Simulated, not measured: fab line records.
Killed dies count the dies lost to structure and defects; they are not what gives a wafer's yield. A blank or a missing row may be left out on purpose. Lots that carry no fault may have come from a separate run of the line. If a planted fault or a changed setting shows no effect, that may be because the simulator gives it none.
Which tool did it?    flow nandHarc    39 wafers from 13 lots sampled at 3 of the route's 1159 steps

## WHAT THE GAUGES READ, wafer by wafer
NHARC_P_GATE_CD_MEAS_46 targets a cd of 720 nm. Usual: 720.0 nm for cdNm, sd 1.9.
lot   measured      on        cdNm (nm)          flag
L233  day 5 06:10   cdSem-03  718.2 717.5 718.6  
L234  day 5 10:23   cdSem-03  720.5 721.8 720.3  
L235  day 5 16:14   cdSem-01  717.1 716.4 718.3  
L237  day 6 02:35   cdSem-03  721.1 721.0 721.2  
L238  day 6 17:19   cdSem-02  724.1 722.2 721.6  
L239  day 6 16:40   cdSem-02  721.7 720.4 721.5  
L240  day 7 03:26   cdSem-01  719.4 719.8 717.4  
L242  day 7 10:18   cdSem-01  724.0 721.1 722.8  
L244  day 8 09:06   cdSem-01  719.1 722.3 719.9  
L246  day 8 08:39   cdSem-02  717.9 721.8 719.0  
L250  day 9 17:56   cdSem-01  720.1 717.7 717.1  
L253  day 10 02:34  cdSem-03  720.0 719.9 719.4  
L256  day 10 20:12  cdSem-03  719.3 717.6 719.6  

## WHAT TOOL EACH LOT RAN ON (gives the tool, then ch and the chambers of the sampled wafers, and finally the start)
lot   NHARC_P_ZERO_WELL_ETCH_62                    NHARC_P_ZERO_WELL_IMPLANT_40
L233  rieDiel-09 ch 1,2, day 1 16:38 or earlier    implanter-02 ch 0, day 1 16:38
L234  rieDiel-09 ch 1,3, day 1 22:32 or earlier    implanter-02 ch 0, day 1 22:32
L235  rieDiel-09 ch 0,1,2, day 2 04:35 or earlier  implanter-02 ch 0, day 2 04:35
L237  rieDiel-10 ch 0,1, day 2 16:29 or earlier    implanter-01 ch 0, day 2 16:29
L238  rieDiel-09 ch 1,3, day 2 22:23 or earlier    implanter-02 ch 0, day 2 22:23
L239  rieDiel-07 ch 1,2,3, day 3 04:31 or earlier  implanter-02 ch 0, day 3 04:31
L240  rieDiel-09 ch 0,2,3, day 3 11:16 or earlier  implanter-02 ch 0, day 3 11:16
L242  rieDiel-10 ch 0,1,2, day 3 22:12 or earlier  implanter-01 ch 0, day 3 22:12
L244  rieDiel-07 ch 1,2, day 4 10:26 or earlier    implanter-02 ch 0, day 4 10:26
L246  rieDiel-07 ch 0,1,2, day 4 22:26 or earlier  implanter-01 ch 0, day 4 22:26
L250  rieDiel-10 ch 0,2, day 5 23:04 or earlier    implanter-02 ch 0, day 5 23:04
L253  rieDiel-09 ch 1,2,3, day 6 16:22 or earlier  implanter-01 ch 0, day 6 16:22
L256  rieDiel-09 ch 0,1,3, day 7 10:34 or earlier  implanter-01 ch 0, day 7 10:34
- NHARC_P_ZERO_WELL_ETCH_62: etches the open film in CHF3/Ar, target depth 13 nm, time 6.5 s.
- NHARC_P_ZERO_WELL_IMPLANT_40

## AS READ BY THE TOOLS THEMSELVES (means over the sampled wafers that have a number; for cases with no such wafer, the mark the record gives instead)
NHARC_P_ZERO_WELL_ETCH_62. Usual: drypumpMotorCurrentA 5.9 A, standard deviation 0.37; oesProductAu 0.965 a.u., standard deviation 0.018; rfFwdPowerW 488.0 W, standard deviation 1.9; rfVppV 369.9 V, standard deviation 2; showerheadPlenumPTorr 2.31 Torr, standard deviation 0.086; throttleValvePct 20.216 %, standard deviation 0.009.
lot   tool        drypumpMotorCurrentA (A)  oesProductAu (a.u.)  rfFwdPowerW (W)  rfVppV (V)  showerheadPlenumPTorr (Torr)  throttleValvePct (%)  flag
L233  rieDiel-09  6.0                       0.957                487.5            369.2       2.29                          20.220                
L234  rieDiel-09  6.1                       0.964                489.4            368.9       2.27                          20.208                
L235  rieDiel-09  6.2                       0.978                489.3            369.5       2.28                          20.222                
L237  rieDiel-10  5.9                       0.962                487.4            373.5       2.48                          20.221                
L238  rieDiel-09  6.1                       0.975                487.5            368.0       2.27                          20.216                
L239  rieDiel-07  5.5                       0.968                487.3            370.2       2.30                          20.228                
L240  rieDiel-09  5.9                       0.915                485.7            370.1       2.31                          20.216                
L242  rieDiel-10  5.7                       0.967                488.1            372.5       2.47                          20.211                
L244  rieDiel-07  5.3                       0.981                489.9            369.5       2.28                          20.217                
L246  rieDiel-07  5.5                       0.975                487.4            368.7       2.27                          20.221                
L250  rieDiel-10  5.6                       0.972                490.2            373.0       2.46                          20.218                
L253  rieDiel-09  6.0                       0.969                487.6            368.7       2.28                          20.212                
L256  rieDiel-09  6.2                       0.963                489.3            369.5       2.26                          20.222                

NHARC_P_ZERO_WELL_IMPLANT_40. Usual: doseIonsCm2 1.0002e+13, standard deviation 1.1e+10; faradayCurrentUA 127.0, standard deviation 2.7.
lot   tool          doseIonsCm2  faradayCurrentUA  flag
L233  implanter-02  1.0002e+13   128.5             
L234  implanter-02  1.0013e+13   124.6             
L235  implanter-02  1.0005e+13   124.5             
L237  implanter-01  1.0004e+13   128.4             
L238  implanter-02  9.9933e+12   127.6             
L239  implanter-02  1.0002e+13   129.0             
L240  implanter-02  9.9783e+12   124.0             
L242  implanter-01  1.0011e+13   126.1             
L244  implanter-02  1.6998e+13   214.6             OFF
L246  implanter-01  1.0010e+13   128.9             
L250  implanter-02  1.6983e+13   215.1             OFF
L253  implanter-01  1.0009e+13   126.3             
L256  implanter-01  1.0000e+13   126.9             

## THE ANSWER, worked out from the rows above alone
Rule: a lot counts as off when the mean over its wafers that have a number is more than 3 standard deviations away from the usual mean. A lot without any number at a reading at which 4 lots or more have one is off too. Any other lot the step has rows for is counted as sound. After the gauges, taken in route order, come the tools' own readings; for these a lot's mean is taken, as printed above. The first step at which some lot is off is used, and at that step the reading that is off furthest; a lot without a number counts as furthest.
Off: L244, L250 (NHARC_P_ZERO_WELL_IMPLANT_40, doseIonsCm2).
If a tool, at that step or one of the process steps before it, ran each lot that is off and ran no sound lot following the first of them, it fits. NHARC_P_ZERO_WELL_ETCH_62: start missing for some lots; hours and lot order therefore follow NHARC_P_ZERO_WELL_IMPLANT_40. One fits: implanter-02 at NHARC_P_ZERO_WELL_IMPLANT_40. A fault onset in the window from L240 (day 3 11:16, its last sound lot) to L244 (day 4 10:26, its first lot off) fits.
The tool's own readings at NHARC_P_ZERO_WELL_IMPLANT_40 bear it out: on the lots that are off they differ by more than 5 times the standard deviation of the sound lots' means. doseIonsCm2 reads 1.6990e+13 there against 1.0003e+13 on the sound lots; faradayCurrentUA reads 214.8 there against 126.8 on the sound lots.

## WHAT HAD BEEN PUT IN BY THE SIMULATOR
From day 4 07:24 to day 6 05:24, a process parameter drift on implanter-02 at NHARC_P_ZERO_WELL_IMPLANT_40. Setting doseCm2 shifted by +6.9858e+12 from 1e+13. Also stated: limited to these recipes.
Shown lots that were struck: L244, L250. The rule above found the same.
